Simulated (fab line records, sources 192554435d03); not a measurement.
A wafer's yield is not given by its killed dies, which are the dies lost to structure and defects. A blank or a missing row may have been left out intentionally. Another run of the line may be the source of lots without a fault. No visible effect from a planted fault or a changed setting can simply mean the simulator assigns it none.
fab line records	flow n5_finfet
record: lots: 24	wafers: 72	last_day: 19
route steps=1938 shown BEOL_M12@1656 BEOL_M13@1669
lots with no fault: from the same line, run without faults
start_h: hours from the record's first day to the start of the lot's first wafer shown	wait_h: time in hours since the lot's previous step	" unchanged from the row above	L1.1+2: several wafers, shown together as one row	- value missing, or start not given	* or withheld: withheld	< > ~ a bound
route shown NAME@n: NAME is a module with steps in the file, n the number in the route of the first one	usual: the fault-free wafers' mean and standard deviation	same: alike in all rows	chamber/n: place in a boat	sites: each site's reading	_std_site: standard deviation of those values	_edge_site: mean of outer sites minus mean of inner sites	radius_mm: how far each site lies from the wafer's centre	mask NAME#n: copy n	behind: the tool/chamber that last shaped the wafer	hold: the reason the lot was held/the length of the hold in hours/how it ended	device: the transistor (n, p or np) that didn't switch	end of line: at the end of the route, the tests of the same wafers	a step with no rows: only its recipe	killed: dies lost to structure and defects at the first sort, not the wafer's yield	map: shows each die of a wafer: x if killed, . if not, _ if none is there
set.NAME: the setting as run; set.NAME@STEP: as run at that earlier step	model.NAME: the simulator's own value behind a step, which no gauge read
the route's steps for a sample of lots (tables are steps, rows are wafers)
services: when a tool's chamber went out of use (start_h, in hours from the record's first day, below 0 if earlier), for how many hours, and the reason
== steps ==
step: N5_BEOL_M12_DEP_53
recipe: material: SiCN	target_thk_a: 300	temp_c: withheld	precursor: 3MS/NH3	pressure_torr: 3	rf_w: 675	time_s: 10.5
usual: showerhead_plenum_p_Torr: 4.154/0.029	throttle_valve_pct: 18.5/1.1
lot.wafer	tool	chamber	start_h	wait_h	showerhead_plenum_p_Torr	throttle_valve_pct
L074.1	pecvd-01	1	222.50	0.0	4.170	18.8
L074.3	"	0	"	"	4.200	20.4
L074.5	"	0	"	"	4.192	20.5
L076.3	pecvd-01	0	228.41	0.0	4.189	20.3
L076.4	"	0	"	"	4.214	20.6
L076.6	"	2	"	"	4.115	16.8
L075.2	pecvd-01	1	230.64	0.0	4.170	18.8
L075.4	"	2	"	"	4.104	16.8
L075.5	"	0	"	"	4.201	20.6
L077.2	pecvd-04	1	234.85	0.0	4.188	18.1
L077.4	"	2	"	"	4.132	16.1
L077.5	"	0	"	"	4.175	19.2
L078.1	pecvd-02	2	238.68	0.0	4.135	17.8
L078.3	"	2	"	"	4.144	17.7
L078.5	"	2	"	"	4.141	17.7
L079.1	pecvd-01	2	244.77	0.0	4.127	17.3
L079.2	"	0	"	"	4.194	20.6
L079.6	"	0	"	"	4.202	20.3
L080.2	pecvd-04	0	246.32	0.0	4.182	19.5
L080.3	"	1	"	"	4.191	17.9
L080.4	"	1	"	"	4.195	18.0
L082.2	pecvd-02	0	250.60	0.0	4.152	18.7
L082.3	"	1	"	"	4.140	18.5
L082.4	"	2	"	"	4.129	17.7
L081.2	pecvd-01	2	255.02	0.0	4.106	17.2
L081.3	"	0	"	"	4.194	20.3
L081.5	"	2	"	"	4.104	16.9
L083.1	pecvd-02	1	255.66	0.0	4.153	18.5
L083.2	"	0	"	"	4.133	18.8
L083.4	"	2	"	"	4.136	17.6
L084.1	pecvd-02	2	264.87	0.0	4.128	17.5
L084.2	"	0	"	"	4.150	19.0
L084.4	"	2	"	"	4.135	18.0
L088.2	pecvd-04	1	346.31	0.0	4.192	17.9
L088.3	"	0	"	"	4.174	19.5
L088.5	"	0	"	"	4.174	19.5
L095.2	pecvd-01	2	359.69	0.0	4.107	17.1
L095.5	"	2	"	"	4.114	17.2
L095.6	"	1	"	"	4.167	18.8
L094.3	pecvd-01	0	361.49	0.0	4.199	20.4
L094.4	"	0	"	"	4.192	20.3
L094.5	"	1	"	"	4.175	18.6
L090.1	pecvd-04	2	362.09	0.0	4.128	16.8
L090.3	"	0	"	"	4.191	19.3
L090.6	"	2	"	"	4.135	16.7
L085.2	pecvd-01	2	367.43	0.0	4.107	17.6
L085.4	"	2	"	"	4.107	17.1
L085.6	"	1	"	"	4.165	18.8
L089.3	pecvd-02	0	379.20	0.0	4.151	19.0
L089.5	"	1	"	"	4.140	18.6
L089.6	"	2	"	"	4.141	18.1
L092.2	pecvd-01	0	381.15	0.0	4.202	20.5
L092.4	"	0	"	"	4.200	20.6
L092.6	"	0	"	"	4.205	20.4
L091.1	pecvd-02	1	381.67	0.0	4.150	18.5
L091.2	"	2	"	"	4.133	18.3
L091.3	"	0	"	"	4.152	19.2
L093.2	pecvd-01	2	397.04	0.0	4.120	17.2
L093.3	"	0	"	"	4.202	20.2
L093.6	"	2	"	"	4.115	17.3
L087.1	pecvd-02	1	397.39	0.0	4.152	18.4
L087.2	"	0	"	"	4.158	19.3
L087.3	"	2	"	"	4.127	18.1
L096.1	pecvd-02	0	398.20	0.0	4.155	19.2
L096.4	"	2	"	"	4.129	18.1
L096.5	"	0	"	"	4.148	19.1
L097.1	pecvd-02	0	412.02	0.0	4.156	19.1
L097.3	"	1	"	"	4.145	18.3
L097.6	"	2	"	"	4.140	18.1
L086.3	pecvd-02	0	412.75	0.0	4.154	19.2
L086.4	"	0	"	"	4.147	19.5
L086.5	"	1	"	"	4.153	18.3
step: N5_BEOL_M13_CD_MEAS_10
recipe: target_cd_nm: 190	landing_energy_ev: 500	detector: se_inlens	polarity: opening
usual: cd_nm: 190.4/1.5
lot.wafer	tool	chamber	start_h	wait_h	cd_nm
L074.1	cd_sem-02	0	223.09	-	189.6
L074.3	"	0	"	"	188.9
L074.5	"	0	"	"	189.6
L076.3	cd_sem-03	0	229.12	-	188.4
L076.4	"	0	"	"	190.9
L076.6	"	0	"	"	188.5
L075.2	cd_sem-02	0	231.37	-	189.0
L075.4	"	0	"	"	190.2
L075.5	"	0	"	"	188.5
L077.2	cd_sem-01	0	235.43	-	190.8
L077.4	"	0	"	"	191.4
L077.5	"	0	"	"	193.3
L078.1	cd_sem-02	0	239.28	-	190.0
L078.3	"	0	"	"	190.0
L078.5	"	0	"	"	189.9
L079.1	cd_sem-03	0	245.35	-	192.6
L079.2	"	0	"	"	193.6
L079.6	"	0	"	"	193.3
L080.2	cd_sem-03	0	246.91	-	191.6
L080.3	"	0	"	"	192.4
L080.4	"	0	"	"	191.5
L082.2	cd_sem-02	0	251.18	-	190.5
L082.3	"	0	"	"	191.4
L082.4	"	0	"	"	190.5
L081.2	cd_sem-03	0	255.61	-	191.7
L081.3	"	0	"	"	190.6
L081.5	"	0	"	"	191.2
L083.1	cd_sem-02	0	256.37	-	191.4
L083.2	"	0	"	"	190.7
L083.4	"	0	"	"	191.9
L084.1	cd_sem-02	0	265.58	-	189.9
L084.2	"	0	"	"	191.7
L084.4	"	0	"	"	190.9
L088.2	cd_sem-01	0	346.89	-	189.4
L088.3	"	0	"	"	189.5
L088.5	"	0	"	"	191.3
L095.2	cd_sem-03	0	360.29	-	190.4
L095.5	"	0	"	"	191.5
L095.6	"	0	"	"	194.0
L094.3	cd_sem-03	0	362.07	-	190.1
L094.4	"	0	"	"	189.9
L094.5	"	0	"	"	191.3
L090.1	cd_sem-03	0	362.79	-	187.7
L090.3	"	0	"	"	185.9
L090.6	"	0	"	"	187.6
L085.2	cd_sem-02	0	368.01	-	186.4
L085.4	"	0	"	"	189.8
L085.6	"	0	"	"	187.2
L089.3	cd_sem-02	0	379.91	-	190.6
L089.5	"	0	"	"	191.4
L089.6	"	0	"	"	190.4
L092.2	cd_sem-03	0	381.93	-	191.1
L092.4	"	0	"	"	189.8
L092.6	"	0	"	"	191.5
L091.1	cd_sem-03	0	382.25	-	190.1
L091.2	"	0	"	"	192.7
L091.3	"	0	"	"	190.9
L093.2	cd_sem-03	0	397.74	-	192.3
L093.3	"	0	"	"	192.2
L093.6	"	0	"	"	190.2
L087.1	cd_sem-03	0	397.97	-	191.0
L087.2	"	0	"	"	191.0
L087.3	"	0	"	"	191.6
L096.1	cd_sem-02	0	398.84	-	191.3
L096.4	"	0	"	"	189.5
L096.5	"	0	"	"	190.4
L097.1	cd_sem-02	0	412.78	-	189.7
L097.3	"	0	"	"	190.9
L097.6	"	0	"	"	188.8
L086.3	cd_sem-03	0	413.34	-	189.6
L086.4	"	0	"	"	191.5
L086.5	"	0	"	"	189.3
step: N5_BEOL_M13_OVL_MEAS_11
recipe: points_per_wafer: 44
usual: V12_OVL: 0/5.7
lot.wafer	tool	chamber	start_h	wait_h	V12_OVL[nm]
L074.1	overlay-02	0	223.12	0.0	-4
L074.3	"	0	"	"	-8
L074.5	"	0	"	"	-9
L076.3	overlay-01	0	229.15	0.0	-8
L076.4	"	0	"	"	-6
L076.6	"	0	"	"	-3
L075.2	overlay-02	0	231.40	0.0	-2
L075.4	"	0	"	"	0
L075.5	"	0	"	"	2
L077.2	overlay-01	0	235.46	0.0	2
L077.4	"	0	"	"	0
L077.5	"	0	"	"	3
L078.1	overlay-01	0	239.31	0.0	1
L078.3	"	0	"	"	0
L078.5	"	0	"	"	2
L079.1	overlay-02	0	245.38	0.0	1
L079.2	"	0	"	"	4
L079.6	"	0	"	"	2
L080.2	overlay-01	0	246.94	0.0	-2
L080.3	"	0	"	"	5
L080.4	"	0	"	"	1
L082.2	overlay-01	0	251.21	0.0	-11
L082.3	"	0	"	"	-14
L082.4	"	0	"	"	-1
L081.2	overlay-02	0	255.64	0.0	11
L081.3	"	0	"	"	-5
L081.5	"	0	"	"	2
L083.1	overlay-02	0	256.40	0.0	-7
L083.2	"	0	"	"	-7
L083.4	"	0	"	"	-7
L084.1	overlay-01	0	265.61	0.0	3
L084.2	"	0	"	"	9
L084.4	"	0	"	"	7
L088.2	overlay-01	0	346.92	0.0	0
L088.3	"	0	"	"	-12
L088.5	"	0	"	"	-11
L095.2	overlay-01	0	360.32	0.0	6
L095.5	"	0	"	"	2
L095.6	"	0	"	"	2
L094.3	overlay-02	0	362.10	0.0	1
L094.4	"	0	"	"	6
L094.5	"	0	"	"	0
L090.1	overlay-01	0	362.82	0.0	-9
L090.3	"	0	"	"	-5
L090.6	"	0	"	"	-11
L085.2	overlay-02	0	368.04	0.0	4
L085.4	"	0	"	"	3
L085.6	"	0	"	"	-1
L089.3	overlay-01	0	379.94	0.0	2
L089.5	"	0	"	"	5
L089.6	"	0	"	"	2
L092.2	overlay-01	0	381.96	0.0	5
L092.4	"	0	"	"	0
L092.6	"	0	"	"	1
L091.1	overlay-01	0	382.28	0.0	0
L091.2	"	0	"	"	-4
L091.3	"	0	"	"	-9
L093.2	overlay-01	0	397.77	0.0	13
L093.3	"	0	"	"	5
L093.6	"	0	"	"	9
L087.1	overlay-01	0	398.00	0.0	14
L087.2	"	0	"	"	6
L087.3	"	0	"	"	6
L096.1	overlay-01	0	398.87	0.0	1
L096.4	"	0	"	"	6
L096.5	"	0	"	"	-4
L097.1	overlay-02	0	412.81	0.0	1
L097.3	"	0	"	"	6
L097.6	"	0	"	"	8
L086.3	overlay-02	0	413.37	0.0	3
L086.4	"	0	"	"	4
L086.5	"	0	"	"	0
step: N5_BEOL_M13_STRIP_64
recipe: chemistry: N2/H2	power_w: 1000	temp_c: 250	h2_frac: 0.65	overash_fraction: 0.3	pressure_mtorr: withheld	n2_flow_sccm: 1750	h2_flow_sccm: 3250
usual: drypump_motor_current_A: 5.5/0.45	heater_power_w: 353/12	oes_product_au: 0.715/0.0045	strip_time_to_endpoint_s: 31.33/0.066
lot.wafer	tool	chamber	start_h	wait_h	drypump_motor_current_A	heater_power_w	oes_product_au	rf_hours_counter_h	strip_time_to_endpoint_s
L074.1	plasma_asher-01	0	223.56	0.0	5.0	368	0.714	65	31.36
L074.3	"	0	"	"	5.0	367	0.714	-	31.38
L074.5	"	0	"	"	5.0	366	0.717	-	31.31
L076.3	plasma_asher-02	0	229.61	0.0	5.3	360	0.718	-	31.38
L076.4	"	1	"	"	6.1	362	0.709	-	31.37
L076.6	"	0	"	"	5.2	360	0.723	-	31.44
L075.2	plasma_asher-01	1	231.84	0.0	5.8	340	0.717	67	31.35
L075.4	"	0	"	"	5.0	362	0.711	-	31.35
L075.5	"	0	"	"	5.0	367	0.720	-	31.37
L077.2	plasma_asher-02	1	236.31	0.0	6.1	349	0.709	116	31.30
L077.4	"	0	"	"	5.3	353	0.722	-	31.33
L077.5	"	0	"	"	5.3	355	0.705	-	31.25
L078.1	plasma_asher-01	1	239.86	0.0	5.8	330	0.716	67	31.32
L078.3	"	0	"	"	5.0	356	0.714	-	31.18
L078.5	"	0	"	"	5.0	365	0.715	-	31.23
L079.1	plasma_asher-02	1	245.82	0.0	6.2	371	0.711	118	31.32
L079.2	"	0	"	"	5.3	369	0.714	118	31.33
L079.6	"	1	"	"	6.1	367	0.710	-	31.38
L080.2	plasma_asher-01	1	247.45	0.0	5.8	335	0.711	70	31.36
L080.3	"	1	"	"	5.8	331	0.713	-	31.29
L080.4	"	0	"	"	5.0	358	0.717	-	31.33
L082.2	plasma_asher-01	0	251.65	0.0	5.0	364	0.714	71	31.33
L082.3	"	1	"	"	5.8	332	0.720	-	31.26
L082.4	"	0	"	"	5.0	364	0.717	-	31.20
L081.2	plasma_asher-02	1	257.33	0.0	6.2	357	0.708	121	31.32
L081.3	"	0	"	"	5.3	377	0.712	-	31.38
L081.5	"	0	"	"	5.3	348	0.715	-	31.36
L083.1	plasma_asher-01	0	258.83	0.0	5.0	355	0.717	73	31.29
L083.2	"	1	"	"	5.8	339	0.721	73	31.25
L083.4	"	1	"	"	5.8	347	0.713	-	31.27
L084.1	plasma_asher-01	0	266.05	0.0	5.0	359	0.715	74	31.32
L084.2	"	1	"	"	5.8	341	0.710	74	31.29
L084.4	"	1	"	"	5.8	343	0.706	-	31.32
L088.2	plasma_asher-01	1	347.36	0.0	5.8	346	0.715	87	31.39
L088.3	"	1	"	"	5.9	352	0.709	-	31.48
L088.5	"	0	"	"	5.0	358	0.718	-	31.43
L095.2	plasma_asher-02	0	360.83	0.0	5.3	356	0.720	141	31.39
L095.5	"	0	"	"	5.3	361	0.711	-	31.32
L095.6	"	1	"	"	6.1	361	0.717	-	31.37
L094.3	plasma_asher-01	0	362.56	0.0	4.9	355	0.712	-	31.40
L094.4	"	1	"	"	5.8	335	0.707	-	31.40
L094.5	"	0	"	"	5.0	354	0.710	-	31.36
L090.1	plasma_asher-01	0	363.26	0.0	5.0	375	0.714	91	31.21
L090.3	"	1	"	"	5.8	341	0.712	-	31.31
L090.6	"	0	"	"	5.0	361	0.719	-	31.24
L085.2	plasma_asher-01	0	368.48	0.0	5.0	366	0.719	91	31.40
L085.4	"	1	"	"	5.8	331	0.711	-	31.42
L085.6	"	1	"	"	5.8	341	0.721	-	31.40
L089.3	plasma_asher-02	0	380.40	0.0	5.3	352	0.714	-	31.41
L089.5	"	0	"	"	5.3	363	0.705	-	31.38
L089.6	"	1	"	"	6.1	353	0.710	-	31.35
L092.2	plasma_asher-02	0	382.40	0.0	5.3	358	0.719	145	31.20
L092.4	"	0	"	"	5.3	360	0.715	-	31.23
L092.6	"	0	"	"	5.3	358	0.711	-	31.20
L091.1	plasma_asher-01	1	382.72	0.0	5.8	345	0.724	95	31.34
L091.2	"	0	"	"	5.0	358	0.712	95	31.41
L091.3	"	1	"	"	5.9	339	0.716	-	31.37
L093.2	plasma_asher-01	1	398.21	0.0	5.8	345	0.719	98	31.26
L093.3	"	1	"	"	5.8	338	0.718	-	31.34
L093.6	"	1	"	"	5.8	342	0.714	-	31.34
L087.1	plasma_asher-02	1	398.44	0.0	6.1	364	0.716	148	31.36
L087.2	"	0	"	"	5.2	365	0.710	148	31.28
L087.3	"	0	"	"	5.2	363	0.723	-	31.25
L096.1	plasma_asher-01	1	399.71	0.0	5.8	332	0.709	98	31.28
L096.4	"	0	"	"	5.0	361	0.711	-	31.37
L096.5	"	0	"	"	4.9	359	0.718	-	31.29
L097.1	plasma_asher-02	1	413.25	0.0	6.1	357	0.712	153	31.30
L097.3	"	1	"	"	6.1	354	0.720	-	31.24
L097.6	"	1	"	"	6.1	368	0.724	-	31.33
L086.3	plasma_asher-01	0	413.83	0.0	5.0	370	0.714	-	31.35
L086.4	"	1	"	"	5.8	335	0.713	-	31.30
L086.5	"	1	"	"	5.8	337	0.709	-	31.33
step: N5_BEOL_M13_DESCUM_33
recipe: chemistry: O2	time_s: 7.9	source_power_w: 50	bias_power_w: 20	pressure_mtorr: 20	rf_frequency_hz: 2.712e+07	temp_c: 40	o2_flow_sccm: 225
usual: drypump_motor_current_A: 5.7/0.72	oes_product_au: 0.78/0.096	rf_vpp_V: 243.5/1.6	showerhead_plenum_p_Torr: 2.10/0.082	throttle_valve_pct: 20.49/0.24
lot.wafer	tool	chamber	start_h	wait_h	drypump_motor_current_A	oes_product_au	rf_hours_counter_h	rf_vpp_V	showerhead_plenum_p_Torr	throttle_valve_pct
L074.1	rie_diel-01	0	224.15	0.1	5.0	0.76	173	245.3	2.18	20.75
L074.3	"	1	"	"	5.2	0.67	241	244.0	2.14	20.31
L074.5	"	3	"	"	4.7	0.70	-	244.0	2.08	20.89
L076.3	rie_diel-05	2	230.28	0.0	5.3	0.70	221	243.7	2.14	20.44
L076.4	"	1	"	"	6.7	0.72	178	242.5	1.98	20.48
L076.6	"	2	"	"	5.3	0.69	-	243.3	2.14	20.43
L075.2	rie_diel-06	2	232.40	0.0	6.5	0.89	17	241.5	2.04	20.02
L075.4	"	1	"	"	5.4	0.72	199	244.2	2.07	20.54
L075.5	"	1	"	"	5.4	0.72	-	241.5	2.07	20.53
L077.2	rie_diel-05	2	237.39	0.4	5.3	0.70	224	245.0	2.14	20.44
L077.4	"	1	"	"	6.7	0.72	181	241.6	1.98	20.49
L077.5	"	0	"	"	6.7	0.67	-	242.0	1.97	20.77
L078.1	rie_diel-05	0	241.11	0.6	6.7	0.67	228	243.9	1.97	20.78
L078.3	"	3	"	"	4.9	0.88	41	245.6	2.22	20.45
L078.5	"	3	"	"	5.0	0.87	-	245.8	2.22	20.44
L079.1	rie_diel-01	3	246.51	0.0	4.7	0.69	249	241.7	2.08	20.90
L079.2	"	1	"	"	5.2	0.67	249	243.4	2.13	20.32
L079.6	"	2	"	"	5.6	0.76	-	243.0	2.09	20.75
L080.2	rie_diel-01	0	248.15	0.0	5.0	0.76	182	245.0	2.17	20.76
L080.3	"	2	"	"	5.6	0.74	173	243.7	2.09	20.76
L080.4	"	3	"	"	4.8	0.68	249	242.2	2.08	20.91
L082.2	rie_diel-06	0	252.22	0.0	6.4	0.81	92	244.9	2.19	20.14
L082.3	"	3	"	"	5.4	0.71	193	242.7	2.06	20.40
L082.4	"	1	"	"	5.4	0.71	207	243.1	2.07	20.54
L081.2	rie_diel-05	3	258.61	0.6	5.0	0.87	46	247.0	2.22	20.45
L081.3	"	1	"	"	6.7	0.71	188	241.2	1.98	20.52
L081.5	"	1	"	"	6.7	0.71	-	241.2	1.98	20.50
L083.1	rie_diel-01	2	259.84	0.3	5.6	0.75	180	243.6	2.09	20.76
L083.2	"	0	"	"	5.0	0.76	188	243.7	2.17	20.76
L083.4	"	2	"	"	5.6	0.74	-	241.8	2.09	20.76
L084.1	rie_diel-06	2	266.75	0.0	6.5	0.85	30	242.5	2.04	20.05
L084.2	"	0	"	"	6.4	0.80	97	243.5	2.19	20.14
L084.4	"	3	"	"	5.4	0.72	198	243.9	2.06	20.41
L088.2	rie_diel-01	3	348.06	0.2	4.7	0.93	14	243.6	2.07	20.52
L088.3	"	0	"	"	5.0	0.74	210	244.3	2.16	20.80
L088.5	"	1	"	"	5.2	0.93	-	243.2	2.13	20.09
L095.2	rie_diel-06	1	361.52	0.0	5.4	0.68	235	242.0	2.06	20.59
L095.5	"	2	"	"	6.5	0.82	-	242.4	2.03	20.07
L095.6	"	1	"	"	5.4	0.68	-	242.5	2.06	20.60
L094.3	rie_diel-06	2	363.23	0.0	6.5	0.83	53	241.7	2.03	20.09
L094.4	"	3	"	"	5.5	0.70	219	243.0	2.05	20.46
L094.5	"	0	"	"	6.4	0.77	-	246.3	2.18	20.17
L090.1	rie_diel-01	2	363.95	0.0	5.5	0.72	208	243.6	2.08	20.80
L090.3	"	1	"	"	5.2	0.92	24	244.0	2.12	20.08
L090.6	"	3	"	"	4.7	0.93	-	240.1	2.07	20.51
L085.2	rie_diel-05	3	369.57	0.4	4.9	0.84	67	246.5	2.21	20.51
L085.4	"	3	"	"	4.9	0.85	-	245.5	2.21	20.49
L085.6	"	2	"	"	5.3	0.67	-	244.2	2.13	20.48
L089.3	rie_diel-05	0	381.07	0.0	6.7	0.93	4	245.5	2.22	20.56
L089.5	"	3	"	"	4.9	0.83	-	245.6	2.21	20.51
L089.6	"	0	"	"	6.7	0.94	-	244.9	2.22	20.56
L092.2	rie_diel-05	1	383.09	0.0	6.7	0.69	211	242.3	1.97	20.56
L092.4	"	1	"	"	6.7	0.69	-	239.6	1.97	20.54
L092.6	"	3	"	"	4.9	0.83	-	243.7	2.21	20.49
L091.1	rie_diel-01	1	383.62	0.3	5.2	0.90	31	243.9	2.12	20.10
L091.2	"	0	"	"	5.0	0.73	217	244.2	2.16	20.82
L091.3	"	2	"	"	5.5	0.71	215	243.6	2.08	20.79
L093.2	rie_diel-06	1	398.78	0.0	5.4	0.68	246	242.5	2.06	20.60
L093.3	"	2	"	"	6.5	0.80	64	242.4	2.03	20.09
L093.6	"	3	"	"	5.5	0.68	-	243.6	2.05	20.46
L087.1	rie_diel-05	2	399.36	0.3	5.3	0.99	2	244.1	2.13	20.11
L087.2	"	0	"	"	6.7	0.90	11	245.2	2.22	20.58
L087.3	"	1	"	"	6.7	0.69	217	241.7	1.97	20.54
L096.1	rie_diel-05	1	400.41	0.2	6.7	0.69	218	242.1	1.97	20.55
L096.4	"	2	"	"	5.3	0.99	2	243.7	2.13	20.10
L096.5	"	1	"	"	6.7	0.69	-	242.3	1.97	20.55
L097.1	rie_diel-05	0	413.98	0.1	6.7	0.89	14	245.6	2.22	20.59
L097.3	"	1	"	"	6.7	0.69	221	241.3	1.97	20.58
L097.6	"	0	"	"	6.7	0.90	-	246.1	2.22	20.59
L086.3	rie_diel-05	0	414.53	0.1	6.7	0.91	15	245.3	2.22	20.58
L086.4	"	3	"	"	4.9	0.82	83	245.5	2.21	20.53
L086.5	"	2	"	"	5.3	0.99	-	243.7	2.13	20.11
step: N5_BEOL_M13_DEP_53
recipe: material: SiCN	target_thk_a: 500	temp_c: withheld	precursor: 3MS/NH3	pressure_torr: 3	rf_w: 675	time_s: 17.8
usual: showerhead_plenum_p_Torr: 4.152/0.024	throttle_valve_pct: 18.6/0.82
lot.wafer	tool	chamber	start_h	wait_h	showerhead_plenum_p_Torr	throttle_valve_pct
L074.1	pecvd-02	0	226.24	0.0	4.142	18.9
L074.3	"	2	"	"	4.130	17.8
L074.5	"	2	"	"	4.129	17.8
L076.3	pecvd-01	1	232.34	0.0	4.168	18.5
L076.4	"	0	"	"	4.197	20.3
L076.6	"	2	"	"	4.097	17.0
L075.2	pecvd-02	2	234.46	0.0	4.136	17.8
L075.4	"	2	"	"	4.140	17.8
L075.5	"	0	"	"	4.147	18.8
L077.2	pecvd-02	2	239.54	0.0	4.141	17.6
L077.4	"	0	"	"	4.155	19.1
L077.5	"	0	"	"	4.143	18.9
L078.1	pecvd-01	1	243.42	0.0	4.173	18.9
L078.3	"	2	"	"	4.110	16.9
L078.5	"	1	"	"	4.169	18.9
L079.1	pecvd-03	0	248.58	0.0	4.183	19.3
L079.2	"	1	"	"	4.163	18.8
L079.6	"	0	"	"	4.176	18.9
L080.2	pecvd-03	0	250.32	0.0	4.175	19.0
L080.3	"	1	"	"	4.162	19.0
L080.4	"	2	"	"	4.155	18.7
L082.2	pecvd-02	1	254.68	0.0	4.146	18.5
L082.3	"	2	"	"	4.125	18.0
L082.4	"	0	"	"	4.142	18.8
L081.2	pecvd-02	1	261.39	0.0	4.144	18.5
L081.3	"	2	"	"	4.136	18.0
L081.5	"	1	"	"	4.145	18.4
L083.1	pecvd-02	2	264.42	0.0	4.128	17.7
L083.2	"	0	"	"	4.157	19.2
L083.4	"	2	"	"	4.132	17.9
L084.1	pecvd-02	2	269.27	0.0	4.126	17.8
L084.2	"	1	"	"	4.151	18.6
L084.4	"	2	"	"	4.144	18.0
L088.2	pecvd-02	2	350.37	0.0	4.121	18.0
L088.3	"	0	"	"	4.142	19.0
L088.5	"	2	"	"	4.133	17.9
L095.2	pecvd-03	1	367.42	0.0	4.160	18.9
L095.5	"	0	"	"	4.185	18.9
L095.6	"	1	"	"	4.163	19.1
L094.3	pecvd-03	0	367.81	0.0	4.189	19.0
L094.4	"	2	"	"	4.140	18.8
L094.5	"	1	"	"	4.155	18.7
L090.1	pecvd-01	0	368.10	0.0	4.208	20.7
L090.3	"	2	"	"	4.103	17.4
L090.6	"	1	"	"	4.155	18.7
L085.2	pecvd-02	0	373.15	0.0	4.154	19.1
L085.4	"	2	"	"	4.142	18.2
L085.6	"	0	"	"	4.148	19.3
L089.3	pecvd-02	1	387.95	0.0	4.142	18.5
L089.5	"	2	"	"	4.134	18.3
L089.6	"	0	"	"	4.155	19.3
L092.2	pecvd-01	2	388.23	0.0	4.109	17.3
L092.4	"	0	"	"	4.202	20.7
L092.6	"	0	"	"	4.198	20.3
L091.1	pecvd-02	1	388.30	0.0	4.137	18.5
L091.2	"	2	"	"	4.131	18.2
L091.3	"	0	"	"	4.157	19.1
L093.2	pecvd-03	0	404.50	0.0	4.187	18.7
L093.3	"	2	"	"	4.155	19.0
L093.6	"	2	"	"	4.154	19.0
L087.1	pecvd-01	2	405.59	0.0	4.111	17.4
L087.2	"	1	"	"	4.169	18.8
L087.3	"	0	"	"	4.210	20.4
L096.1	pecvd-02	0	406.13	0.0	4.152	19.0
L096.4	"	1	"	"	4.158	18.5
L096.5	"	0	"	"	4.146	19.2
L097.1	pecvd-01	1	417.33	0.0	4.165	18.8
L097.3	"	2	"	"	4.120	17.5
L097.6	"	2	"	"	4.126	17.4
L086.3	pecvd-03	0	417.39	0.0	4.193	18.8
L086.4	"	2	"	"	4.141	19.0
L086.5	"	0	"	"	4.181	19.1
== services ==
tool	chamber	start_h	hours	kind
pecvd-01	0	210.55	5.5	scheduled_down
pecvd-01	2	216.01	5.5	scheduled_down
pecvd-02	0	231.36	2.1	scheduled_down
pecvd-01	2	233.55	2.1	scheduled_down
pecvd-02	1	236.93	5.5	scheduled_down
rie_diel-05	-	253.99	4.3	pm
pecvd-02	0	279.40	5.5	scheduled_down
rie_diel-05	-	284.08	2.4	repair
rie_diel-01	1	294.48	7.1	repair
pecvd-04	2	301.30	3.7	repair
pecvd-01	2	319.35	3.9	repair
rie_diel-05	-	320.91	14.6	pm
rie_diel-05	0	348.78	2.5	repair
rie_diel-06	3	349.43	8.6	repair
pecvd-01	0	353.90	7.0	repair
rie_diel-05	0	357.79	-	clean
rie_diel-05	0	357.79	-	consumable_replace:focus_ring
rie_diel-05	0	357.79	-	consumable_replace:showerhead
rie_diel-01	0	362.90	12.3	repair
pecvd-02	-	365.26	3.4	repair
rie_diel-05	1	368.33	8.1	repair
pecvd-01	1	380.68	10.6	repair
plasma_asher-01	-	400.81	7.6	repair
pecvd-01	1	401.37	4.0	repair
== key ==
fault none
